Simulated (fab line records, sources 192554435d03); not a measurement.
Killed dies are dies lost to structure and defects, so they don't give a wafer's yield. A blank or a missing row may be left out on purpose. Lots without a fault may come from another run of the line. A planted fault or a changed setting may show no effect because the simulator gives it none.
fab line records | flow n5_finfet | part 1 of 2: steps 1 to 16 of 27
record lots=5 wafers=15 last_day=21
route steps=1938 shown BEOL_M2@875
lots that met no fault: from a run of the same line without faults
start_h: hours from the record's first day to the start of the lot's first wafer shown | wait_h: hours since the lot's step before | " the same as in the row above | L1.1+2: a row that stands for several wafers | - no value, or no start given | * or withheld: withheld | < > ~ a bound
route shown NAME@n: a module of which the file shows steps, and the number in the route of the first | usual: mean/standard deviation of fault-free wafers | same: alike in all rows | chamber/n: place in a boat | sites: the reading at each site | _std_site: their standard deviation | _edge_site: outer sites' mean less inner sites' | radius_mm: how far each site lies from the wafer's centre | mask NAME#n: copy n | behind: the tool/chamber that last shaped the wafer | hold: why the lot was held/for how many hours/how that ended | device: the transistor (n, p or np) that didn't switch | end of line: the same wafers' tests at the end of the route | a step without rows: its recipe alone | killed: dies lost to structure and defects at the first sort, not the wafer's yield | map: a wafer's dies, x killed, . not, _ none there
set.NAME: the setting as run; set.NAME@STEP: as run at that earlier step | model.NAME: the simulator's own value behind a step, which no gauge read
lots at some steps of the route; a table a step, a row a wafer
services: from which hour (start_h, from the record's first day; less than 0 if before it) a tool's chamber was out of use, for how many hours, and why
## steps
# step N5_BEOL_M2_DEVELOP_27
# recipe develop_time_s=30 developer=TMAH resist=CAR-EUV rinse_liquid=surfactant_rinse dry=air_spin dev_temp_c=23
# columns lot.wafer tool chamber start_h wait_h
L082.2+4+5 litho_track-04 0 - -
L083.3+4+6 litho_track-04 0 - -
L089.3+4+6 litho_track-02 0 - -
L093.2+4+5 litho_track-04 0 - -
L097.1+4+5 litho_track-02 0 - -
# step N5_BEOL_M2_CD_MEAS_28
# recipe target_cd_nm=26.2 landing_energy_ev=500 detector=se_inlens target_cd_y_nm=24.1 polarity=opening
# usual cd_nm=26.25/0.29
# columns lot.wafer tool chamber start_h wait_h cd_nm
L082.2 cd_sem-02 0 187.84 - 26.63
L082.4 " 0 " " 26.66
L082.5 " 0 " " 26.36
L083.3 cd_sem-02 0 188.83 - 26.13
L083.4 " 0 " " 26.26
L083.6 " 0 " " 25.81
L089.3 cd_sem-02 0 229.55 - 26.39
L089.4 " 0 " " 26.11
L089.6 " 0 " " 26.41
L093.2 cd_sem-02 0 246.01 - 26.30
L093.4 " 0 " " 26.41
L093.5 " 0 " " 26.63
L097.1 cd_sem-02 0 274.96 - 25.58
L097.4 " 0 " " 26.05
L097.5 " 0 " " 26.02
# step N5_BEOL_M2_OVL_MEAS_29
# recipe points_per_wafer=522
# usual V1_OVL=-0.4/0.66
# columns lot.wafer tool chamber start_h wait_h V1_OVL[nm]
L082.2 overlay-01 0 187.87 0.0 -0.3
L082.4 " 0 " " -0.3
L082.5 " 0 " " -0.3
L083.3 overlay-01 0 188.87 0.0 -1.4
L083.4 " 0 " " -0.6
L083.6 " 0 " " 0.4
L089.3 overlay-02 0 229.59 0.0 -0.3
L089.4 " 0 " " -1.3
L089.6 " 0 " " -0.2
L093.2 overlay-01 0 246.07 0.1 0.6
L093.4 " 0 " " 1.5
L093.5 " 0 " " 1.3
L097.1 overlay-02 0 274.99 0.0 0.0
L097.4 " 0 " " -1.1
L097.5 " 0 " " 0.1
# step N5_BEOL_M2_INSPECT_30
# recipe mode=adi inspect_instrument=brightfield
# usual raw_defect_count=425/110
# columns lot.wafer tool chamber start_h wait_h raw_defect_count
L082.2 defect_inspect-02 - 187.92 0.0 279
L082.4 " - " " 321
L082.5 " - " " 270
L083.3 defect_inspect-01 - 188.91 0.0 355
L083.4 " - " " 342
L083.6 " - " " 289
L089.3 defect_inspect-02 - 229.63 0.0 301
L089.4 " - " " 325
L089.6 " - " " 373
L093.2 defect_inspect-02 - 246.12 0.0 407
L093.4 " - " " 565
L093.5 " - " " 286
L097.1 defect_inspect-02 - 275.05 0.1 342
L097.4 " - " " 513
L097.5 " - " " 376
# step N5_BEOL_M2_DESCUM_33
# recipe chemistry=O2 time_s=7 source_power_w=50 bias_power_w=20 pressure_mtorr=20 rf_frequency_hz=2.712e+07 temp_c=40 resist=CAR-EUV o2_flow_sccm=225
# usual drypump_motor_current_A=5.9/0.45 oes_product_au=0.80/0.094 rf_vpp_V=243.9/1.2 showerhead_plenum_p_Torr=2.14/0.069 throttle_valve_pct=20.33/0.2
# columns lot.wafer tool chamber start_h wait_h drypump_motor_current_A oes_product_au rf_hours_counter_h rf_vpp_V showerhead_plenum_p_Torr throttle_valve_pct
L082.2 rie_diel-04 3 187.96 0.0 5.6 0.69 247 244.4 2.15 20.52
L082.4 " 1 " " 6.3 0.89 41 243.5 2.14 20.46
L082.5 " 0 " " 5.1 0.67 - 240.9 2.06 20.73
L083.3 rie_diel-05 1 188.95 0.0 6.2 0.94 18 246.3 2.23 20.56
L083.4 " 0 " " 5.6 0.81 63 243.4 2.21 20.10
L083.6 " 3 " " 6.7 0.88 - 246.5 2.25 20.42
L089.3 rie_diel-01 2 230.01 0.4 5.5 0.72 199 243.0 2.06 20.15
L089.4 " 0 " " 6.2 0.80 - 245.0 2.19 20.32
L089.6 " 2 " " 5.5 0.72 - 242.1 2.06 20.15
L093.2 rie_diel-04 2 246.16 0.0 5.7 0.77 130 243.6 2.07 20.20
L093.4 " 3 " " 5.7 0.66 - 244.3 2.14 20.54
L093.5 " 0 " " 5.1 0.95 - 242.4 2.05 20.33
L097.1 rie_diel-05 0 275.08 0.0 5.7 0.77 90 244.3 2.20 20.13
L097.4 " 3 " " 6.7 0.82 59 245.2 2.24 20.45
L097.5 " 3 " " 6.7 0.84 - 244.8 2.24 20.46
# step N5_BEOL_M2_ETCH_77
# recipe chemistry=N2/H2 target=underlayer target_depth_a=65 mask_material=CAR-EUV time_s=5.2 ion_energy_ev=200 pressure_mtorr=30 source_w=840 bias_w=150 n2_flow_sccm=200 h2_flow_sccm=200 ends=cleared
# usual drypump_motor_current_A=5.9/0.45 etch_rf_on_time_s=5.16/0.13 oes_product_au=0.69/0.078 rf_vpp_V=525.4/2.6 showerhead_plenum_p_Torr=2.60/0.072 throttle_valve_pct=17.79/0.25
# columns lot.wafer tool chamber start_h wait_h drypump_motor_current_A etch_rf_on_time_s oes_product_au rf_hours_counter_h rf_vpp_V showerhead_plenum_p_Torr throttle_valve_pct
L082.2 rie_diel-04 3 187.99 0.0 5.7 4.96 0.60 247 525.1 2.61 18.00
L082.4 " 1 " " 6.3 5.28 0.76 41 525.1 2.61 18.08
L082.5 " 0 " " 5.1 5.24 0.59 - 522.6 2.51 18.23
L083.3 rie_diel-05 1 188.98 0.0 6.2 5.14 0.79 18 527.7 2.72 18.07
L083.4 " 0 " " 5.7 5.21 0.69 63 525.3 2.66 17.36
L083.6 " 3 " " 6.7 5.09 0.77 - 528.2 2.69 17.45
L089.3 rie_diel-01 2 230.05 0.0 5.6 5.10 0.61 199 521.3 2.53 17.76
L089.4 " 0 " " 6.2 5.31 0.68 - 527.9 2.71 18.08
L089.6 " 2 " " 5.6 5.10 0.63 - 521.5 2.53 17.78
L093.2 rie_diel-04 2 246.19 0.0 5.7 5.18 0.65 130 525.2 2.53 17.68
L093.4 " 3 " " 5.6 5.04 0.59 - 527.2 2.60 18.01
L093.5 " 0 " " 5.1 5.18 0.82 - 524.4 2.51 17.76
L097.1 rie_diel-05 0 275.12 0.0 5.7 5.18 0.67 90 526.3 2.65 17.34
L097.4 " 3 " " 6.7 5.04 0.72 59 530.8 2.67 17.53
L097.5 " 3 " " 6.7 5.09 0.73 - 529.3 2.67 17.52
# step N5_BEOL_M2_ETCH_69
# recipe chemistry=CF4 target=SiARC target_depth_a=156 mask_material=CAR-EUV time_s=26 ion_energy_ev=80 pressure_mtorr=40 source_w=545 bias_w=36 Ar_flow_sccm=100 cf4_flow_sccm=100 ends=cleared
# usual drypump_motor_current_A=5.9/0.45 etch_rf_on_time_s=25.8/0.7 oes_product_au=0.69/0.077 rf_vpp_V=184.5/1.1 showerhead_plenum_p_Torr=2.18/0.058 throttle_valve_pct=15.52/0.18
# columns lot.wafer tool chamber start_h wait_h drypump_motor_current_A etch_rf_on_time_s oes_product_au rf_hours_counter_h rf_vpp_V showerhead_plenum_p_Torr throttle_valve_pct
L082.2 rie_diel-04 3 188.01 0.0 5.6 24.8 0.61 247 185.7 2.19 15.72
L082.4 " 1 " " 6.3 26.6 0.75 41 183.8 2.17 15.50
L082.5 " 0 " " 5.1 25.8 0.58 - 185.2 2.10 15.93
L083.3 rie_diel-05 1 189.00 0.0 6.2 25.7 0.78 18 184.9 2.28 15.58
L083.4 " 0 " " 5.7 25.4 0.70 63 185.2 2.25 15.24
L083.6 " 3 " " 6.7 25.4 0.76 - 185.2 2.26 15.28
L089.3 rie_diel-01 2 230.06 0.0 5.5 25.6 0.62 199 184.3 2.12 15.55
L089.4 " 0 " " 6.2 26.2 0.68 - 184.8 2.25 15.50
L089.6 " 2 " " 5.6 25.5 0.62 - 182.6 2.12 15.55
L093.2 rie_diel-04 2 246.21 0.0 5.7 26.0 0.65 130 184.4 2.16 15.56
L093.4 " 3 " " 5.6 24.9 0.59 - 182.8 2.18 15.77
L093.5 " 0 " " 5.1 25.2 0.83 - 182.9 2.10 15.43
L097.1 rie_diel-05 0 275.13 0.0 5.7 25.5 0.68 90 185.1 2.24 15.32
L097.4 " 3 " " 6.7 25.7 0.72 59 186.6 2.25 15.35
L097.5 " 3 " " 6.7 25.5 0.71 - 183.5 2.25 15.36
# step N5_BEOL_M2_ALD_98
# recipe material=SiO2 target_thk_a=25 temp_c=100 ald_precursor_family=BDEAS ald_co_reactant=O2-plasma pulse_time_s=1 co_reactant_pulse_time_s=1 purge_time_s=2 co_reactant_purge_time_s=2 ald_cycles=17 pressure_torr=2
# usual heater_power_w=77/5.3 precursor_pulse_height_rel=1.004/0.02
# same co_reactant_purge_time_s=2
# columns lot.wafer tool chamber start_h wait_h heater_power_w precursor_pulse_height_rel since_wet_clean_h
L082.2 ald_sin-02 3 188.09 0.1 68 0.971 89
L082.4 " 1 " " 82 1.013 89
L082.5 " 1 " " 81 1.028 -
L083.3 ald_sin-04 1 189.08 0.1 78 1.001 287
L083.4 " 3 " " 76 1.009 287
L083.6 " 0 " " 73 0.998 -
L089.3 ald_sin-04 1 230.14 0.1 80 0.987 328
L089.4 " 3 " " 77 1.035 328
L089.6 " 0 " " 73 1.005 -
L093.2 ald_sin-04 0 246.51 0.3 72 0.963 344
L093.4 " 3 " " 75 1.000 344
L093.5 " 0 " " 71 1.004 -
L097.1 ald_sin-03 3 275.32 0.2 85 1.047 85
L097.4 " 0 " " 72 0.987 85
L097.5 " 1 " " 76 0.965 -
# step N5_BEOL_M2_ETCHBACK_99
# recipe chemistry=CHF3 target=SiO2 target_depth_a=50 time_s=10.4 source_w=215 bias_w=47 Ar_flow_sccm=200 CHF3_flow_sccm=12 ion_energy_ev=100 pressure_mtorr=30
# usual CHF3_flow_sccm=12.00/0.031 drypump_motor_current_A=5.9/0.42 oes_product_au=0.80/0.082 rf_vpp_V=243/8.1 showerhead_plenum_p_Torr=2.19/0.074 throttle_valve_pct=16.95/0.15
# columns lot.wafer tool chamber start_h wait_h CHF3_flow_sccm drypump_motor_current_A oes_product_au rf_hours_counter_h rf_vpp_V showerhead_plenum_p_Torr throttle_valve_pct
L082.2 rie_diel-01 3 232.13 44.0 12.02 6.4 0.72 192 246 2.13 16.83
L082.4 " 3 " " 12.00 6.4 0.72 - 244 2.13 16.85
L082.5 " 0 " " 12.01 6.2 0.80 - 238 2.29 17.13
L083.3 rie_diel-05 1 235.15 46.0 12.02 6.2 0.90 38 254 2.28 17.06
L083.4 " 0 " " 12.04 5.7 0.80 81 233 2.27 16.78
L083.6 " 0 " " 11.98 5.7 0.80 - 234 2.27 16.79
L089.3 rie_diel-04 2 272.14 41.9 11.95 5.7 0.77 142 253 2.15 16.95
L089.4 " 0 " " 11.98 5.1 0.92 - 227 2.08 16.79
L089.6 " 1 " " 12.02 6.2 0.89 - 234 2.21 17.14
L093.2 rie_diel-01 2 297.69 51.1 12.03 5.5 0.70 226 246 2.13 17.04
L093.4 " 3 " " 12.01 6.4 0.70 216 245 2.12 16.90
L093.5 " 1 " " 12.01 5.9 0.92 - 242 2.09 16.83
L097.1 rie_diel-05 1 326.64 51.3 12.04 6.2 0.85 74 255 2.26 17.15
L097.4 " 3 " " 11.97 6.7 0.80 81 241 2.28 17.01
L097.5 " 1 " " 11.98 6.2 0.85 - 254 2.26 17.13
# step N5_BEOL_M2_ETCH_70
# recipe chemistry=N2/H2 target=SOC target_depth_a=800 overetch_a=240 mask_material=SiARC temp_c=40 time_s=130 ion_energy_ev=200 pressure_mtorr=30 source_w=840 bias_w=150 n2_flow_sccm=200 h2_flow_sccm=200
# usual drypump_motor_current_A=5.9/0.42 oes_product_au=0.59/0.058 rf_vpp_V=525.2/2.1 showerhead_plenum_p_Torr=2.59/0.078 throttle_valve_pct=17.75/0.24
# columns lot.wafer tool chamber start_h wait_h drypump_motor_current_A oes_product_au rf_hours_counter_h rf_vpp_V showerhead_plenum_p_Torr throttle_valve_pct
L082.2 rie_diel-01 3 232.17 0.0 6.4 0.54 192 522.3 2.52 17.60
L082.4 " 3 " " 6.4 0.53 - 521.7 2.52 17.61
L082.5 " 0 " " 6.2 0.59 - 527.5 2.71 18.03
L083.3 rie_diel-05 1 235.18 0.0 6.2 0.64 38 528.4 2.71 18.05
L083.4 " 0 " " 5.7 0.58 81 525.8 2.66 17.30
L083.6 " 0 " " 5.7 0.59 - 527.2 2.66 17.30
L089.3 rie_diel-04 2 272.17 0.0 5.7 0.55 142 522.9 2.53 17.67
L089.4 " 0 " " 5.1 0.67 - 521.7 2.50 17.75
L089.6 " 1 " " 6.3 0.65 - 526.0 2.61 18.03
L093.2 rie_diel-01 2 297.72 0.0 5.5 0.51 226 523.3 2.52 17.78
L093.4 " 3 " " 6.5 0.52 216 524.4 2.51 17.64
L093.5 " 1 " " 5.9 0.68 - 522.6 2.48 17.76
L097.1 rie_diel-05 1 326.68 0.0 6.2 0.61 74 528.8 2.70 18.12
L097.4 " 3 " " 6.7 0.60 81 526.7 2.66 17.50
L097.5 " 1 " " 6.2 0.61 - 527.6 2.70 18.14
# step N5_BEOL_M2_STRIP_71
# recipe chemistry=N2/H2 temp_c=40 n2_flow_sccm=200 h2_flow_sccm=200 rf_frequency_hz=6e+07
# columns lot.wafer tool chamber start_h wait_h
L082.2+4+5 rie_diel-01 3,3,0 232.26 0.0
L083.3+4+6 rie_diel-05 1,0,0 235.27 0.0
L089.3+4+6 rie_diel-04 2,0,1 272.26 0.0
L093.2+4+5 rie_diel-01 2,3,1 297.81 0.0
L097.1+4+5 rie_diel-05 1,3,1 326.76 0.0
# step N5_BEOL_M2_STRIP_78
# recipe chemistry=N2/H2 temp_c=40 n2_flow_sccm=200 h2_flow_sccm=200 rf_frequency_hz=6e+07
# columns lot.wafer tool chamber start_h wait_h
L082.2+4+5 rie_diel-01 3,3,0 232.27 0.0
L083.3+4+6 rie_diel-05 1,0,0 235.28 0.0
L089.3+4+6 rie_diel-04 2,0,1 272.27 0.0
L093.2+4+5 rie_diel-01 2,3,1 297.82 0.0
L097.1+4+5 rie_diel-05 1,3,1 326.77 0.0
# step N5_BEOL_M2_VIA_ETCH_34
# recipe chemistry=C4F6/O2 target_depth_a=694 mask_material=SOC pressure_mtorr=15 ion_energy_ev=250 taper_deg=4 time_s=65.9 source_w=350 bias_w=170 Ar_flow_sccm=300 C4F6_flow_sccm=10 O2_flow_sccm=10
# usual drypump_motor_current_A=5.9/0.42 oes_product_au=0.80/0.082 rf_vpp_V=671/22 showerhead_plenum_p_Torr=2.89/0.095 throttle_valve_pct=30.6/0.34
# columns lot.wafer tool chamber start_h wait_h drypump_motor_current_A oes_product_au rf_hours_counter_h rf_vpp_V showerhead_plenum_p_Torr throttle_valve_pct
L082.2 rie_diel-01 3 232.28 0.0 6.5 0.72 192 678 2.81 30.1
L082.4 " 3 " " 6.5 0.72 - 677 2.81 30.1
L082.5 " 0 " " 6.2 0.80 - 657 3.01 31.0
L083.3 rie_diel-05 1 235.29 0.0 6.2 0.89 38 705 3.00 31.1
L083.4 " 0 " " 5.7 0.80 81 647 2.99 30.4
L083.6 " 0 " " 5.7 0.80 - 647 2.99 30.4
L089.3 rie_diel-04 2 272.28 0.0 5.7 0.75 142 703 2.84 30.8
L089.4 " 0 " " 5.1 0.93 - 625 2.75 30.2
L089.6 " 1 " " 6.3 0.89 - 648 2.91 31.0
L093.2 rie_diel-01 2 297.83 0.0 5.6 0.70 226 680 2.81 30.4
L093.4 " 3 " " 6.4 0.69 216 676 2.80 30.1
L093.5 " 1 " " 5.9 0.91 - 674 2.76 30.8
L097.1 rie_diel-05 1 326.78 0.0 6.2 0.83 74 705 2.98 31.1
L097.4 " 3 " " 6.7 0.80 81 665 3.01 30.9
L097.5 " 1 " " 6.2 0.84 - 703 2.98 31.1
# step N5_BEOL_M2_STRIP_83
# recipe chemistry=C4F6/O2 resist=SiARC rf_frequency_hz=6e+07
# columns lot.wafer tool chamber start_h wait_h
L082.2+4+5 rie_diel-01 3,3,0 232.33 0.0
L083.3+4+6 rie_diel-05 1,0,0 235.34 0.0
L089.3+4+6 rie_diel-04 2,0,1 272.33 0.0
L093.2+4+5 rie_diel-01 2,3,1 297.88 0.0
L097.1+4+5 rie_diel-05 1,3,1 326.84 0.0
# step N5_BEOL_M2_STRIP_36
# recipe chemistry=N2/H2 power_w=450 temp_c=40 pressure_mtorr=20 rf_frequency_hz=6e+07 overash_fraction=0.3 bias_power_w=7 h2_frac=0.5 n2_flow_sccm=200 h2_flow_sccm=200
# usual drypump_motor_current_A=5.9/0.42 oes_product_au=0.80/0.081 rf_vpp_V=59.2/1.4 showerhead_plenum_p_Torr=2.59/0.078 throttle_valve_pct=23.6/0.4
# columns lot.wafer tool chamber start_h wait_h drypump_motor_current_A oes_product_au rf_hours_counter_h rf_vpp_V showerhead_plenum_p_Torr throttle_valve_pct
L082.2 rie_diel-01 3 232.34 0.0 6.5 0.74 192 57.4 2.52 23.3
L082.4 " 3 " " 6.4 0.74 - 59.7 2.52 23.3
L082.5 " 0 " " 6.2 0.80 - 58.7 2.70 24.1
L083.3 rie_diel-05 1 235.35 0.0 6.2 0.90 38 61.6 2.71 24.3
L083.4 " 0 " " 5.7 0.78 81 58.4 2.65 22.9
L083.6 " 0 " " 5.7 0.78 - 60.5 2.65 22.9
L089.3 rie_diel-04 2 272.34 0.0 5.7 0.74 142 59.7 2.53 23.6
L089.4 " 0 " " 5.1 0.91 - 58.1 2.50 23.6
L089.6 " 1 " " 6.3 0.90 - 57.7 2.60 24.1
L093.2 rie_diel-01 2 297.89 0.0 5.6 0.70 226 62.1 2.52 23.4
L093.4 " 3 " " 6.4 0.70 216 59.3 2.51 23.4
L093.5 " 1 " " 6.0 0.93 - 59.3 2.48 23.9
L097.1 rie_diel-05 1 326.85 0.0 6.2 0.85 74 59.5 2.70 24.3
L097.4 " 3 " " 6.7 0.80 81 59.6 2.66 23.2
L097.5 " 1 " " 6.2 0.84 - 58.6 2.70 24.3
# step N5_BEOL_M2_TRENCH_ETCH_37
# recipe chemistry=C4F6/O2 target_depth_a=555.55 target=SiOC time_s=29.2 ion_energy_ev=250 pressure_mtorr=30 source_w=355 bias_w=185 Ar_flow_sccm=300 C4F6_flow_sccm=10 O2_flow_sccm=10
# usual drypump_motor_current_A=5.9/0.42 oes_product_au=0.80/0.083 rf_vpp_V=671/22 showerhead_plenum_p_Torr=2.90/0.094 throttle_valve_pct=20.74/0.17
# columns lot.wafer tool chamber start_h wait_h drypump_motor_current_A oes_product_au rf_hours_counter_h rf_vpp_V showerhead_plenum_p_Torr throttle_valve_pct
L082.2 rie_diel-01 3 - - 6.4 0.71 192 677 2.81 20.54
L082.4 " 3 " " 6.4 0.72 - 678 2.81 20.53
L082.5 " 0 " " 6.2 0.79 - 657 3.02 20.96
L083.3 rie_diel-05 1 - - 6.2 0.90 38 705 3.01 20.95
L083.4 " 0 " " 5.7 0.80 81 646 3.00 20.61
L083.6 " 0 " " 5.7 0.80 - 647 3.00 20.58
L089.3 rie_diel-04 2 - - 5.7 0.76 142 700 2.84 20.73
L089.4 " 0 " " 5.1 0.92 - 624 2.75 20.54
L089.6 " 1 " " 6.3 0.89 - 645 2.92 21.03
L093.2 rie_diel-01 2 - - 5.6 0.70 226 678 2.82 20.76
L093.4 " 3 " " 6.4 0.69 216 677 2.80 20.58
L093.5 " 1 " " 5.9 0.91 - 672 2.77 20.68
L097.1 rie_diel-05 1 - - 6.2 0.85 75 707 2.99 20.99
L097.4 " 3 " " 6.7 0.80 81 667 3.01 20.84
L097.5 " 1 " " 6.2 0.84 - 704 2.99 20.97
